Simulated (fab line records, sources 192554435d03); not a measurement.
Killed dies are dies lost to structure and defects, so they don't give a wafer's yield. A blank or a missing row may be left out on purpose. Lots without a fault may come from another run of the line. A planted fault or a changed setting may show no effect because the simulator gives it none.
A struck lot beside a sound one | flow n5_finfet | 14 steps out of a route of 1938
Sound: wafers L401.1, L401.2, L401.5. Struck: wafer L412.2. (L412.4 of the same lot was not struck and is left out.) The cause comes at the end.
At each step with rows: each side's tool, then ch and its chambers, then its first start. Under that, the readings that differ: sound wafers | struck wafers | difference of the means | sigmas: that difference in standard deviations of wafers without a fault.
alike: readings whose means differ by less than 2 such deviations, and words and numbers that are the same on both sides. not compared: withheld readings, readings that some wafer has no value for, bounds like >300 that may hide the same value, and numbers for which the record gives no deviation and whose values overlap.
The two part at a step that has a row with sigmas, a row that says differs or no value, or rows on one side only. Numbers that don't overlap but have no deviation are shown without sigmas and don't part them. A reading that every wafer of one side lacks parts them only if that side has two wafers or more.

first, 4 steps without rows for these wafers: N5_BEOL_M6_SOFTBAKE_06 (time 60 s); N5_BEOL_M6_EXPOSE_08 (exposes mask M6); N5_BEOL_M6_PEB_09 (peb time 60 s); N5_BEOL_M6_DEVELOP_10 (develop time 30 s).
N5_BEOL_M6_CD_MEAS_11: target cd 38.5 nm.
  sound on cd_sem-01 ch 0, day 12 14:48; struck on cd_sem-02 ch 0, day 14 23:24
  alike: cd_nm
N5_BEOL_M6_OVL_MEAS_12:
  sound on overlay-02 ch 0, day 12 14:50; struck on overlay-02 ch 0, day 14 23:26
  alike: M6_OVL
N5_BEOL_M6_INSPECT_13: inspects for defects (brightfield).
  sound on defect_inspect-02, day 12 14:51; struck on defect_inspect-02, day 14 23:27
  alike: raw_defect_count
N5_BEOL_M6_DESCUM_16: chemistry O2, time 7.9 s.
  sound on rie_diel-01 ch 0,2, day 12 14:53; struck on rie_diel-06 ch 2, day 14 23:29
  alike: drypump_motor_current_A, oes_product_au, rf_fwd_power_W, rf_vpp_V, showerhead_plenum_p_Torr, throttle_valve_pct
  not compared: rf_hours_counter_h
N5_BEOL_M6_ETCH_61: etches SiARC in CF4, target depth 45.5 nm, time 75.8 s.
  sound on rie_diel-01 ch 0,2, day 12 14:55; struck on rie_diel-06 ch 2, day 14 23:31
  reading            | sound             | struck | difference | sigmas
  rf_fwd_power_W (W) | 541.7 536.2 538.2 | 543.8  | +5.1       | +3
  alike: drypump_motor_current_A, etch_rf_on_time_s, oes_product_au, rf_vpp_V, showerhead_plenum_p_Torr, throttle_valve_pct
  not compared: rf_hours_counter_h
N5_BEOL_M6_ETCH_62: etches SOC in N2/H2, target depth 110 nm, overetch 22 nm, time 165 s.
  sound on rie_diel-01 ch 0,2, day 12 14:59; struck on rie_diel-06 ch 2, day 14 23:35
  alike: drypump_motor_current_A, oes_product_au, rf_fwd_power_W, rf_vpp_V, showerhead_plenum_p_Torr, throttle_valve_pct
  not compared: rf_hours_counter_h
then, 1 step without rows for these wafers: N5_BEOL_M6_STRIP_68 (strips in N2/H2).
N5_BEOL_M6_STRIP_67: strips in CF4.
  sound on rie_diel-01 ch 0,2, day 12 15:07; struck on rie_diel-06 ch 2, day 14 23:43
  alike: drypump_motor_current_A, oes_product_au, rf_vpp_V, showerhead_plenum_p_Torr, throttle_valve_pct
  not compared: rf_hours_counter_h
N5_BEOL_M6_HM_OPEN_17: chemistry Cl2/BCl3, target TiN, target depth 20 nm, overetch 6 nm.
  sound on rie_metal-03 ch 0,1, day 12 15:10; struck on rie_metal-03 ch 0, day 14 23:46
  reading                                  | sound        | struck | difference | sigmas
  model.SOC_of_BEOL_M6_COAT_59.thk_nm (nm) | 92.4 92 92.6 | 88     | -4         |
  alike: drypump_motor_current_A, he_backside_leak_sccm, oes_product_au, rf_fwd_power_W, throttle_valve_pct
  not compared: rf_hours_counter_h
N5_BEOL_M6_STRIP_19: strips in O2.
  sound on rie_diel-06 ch 1,2,3, day 12 15:17; struck on rie_diel-01 ch 2, day 15 00:14
  alike: drypump_motor_current_A, oes_product_au, rf_vpp_V, showerhead_plenum_p_Torr, throttle_valve_pct
  not compared: rf_hours_counter_h

WHERE THEY PART
Only at N5_BEOL_M6_ETCH_61, within this record. Later steps at which nothing parts them and some readings are alike: N5_BEOL_M6_ETCH_62, N5_BEOL_M6_STRIP_67, N5_BEOL_M6_HM_OPEN_17, N5_BEOL_M6_STRIP_19.

WHY: what the simulator had put in
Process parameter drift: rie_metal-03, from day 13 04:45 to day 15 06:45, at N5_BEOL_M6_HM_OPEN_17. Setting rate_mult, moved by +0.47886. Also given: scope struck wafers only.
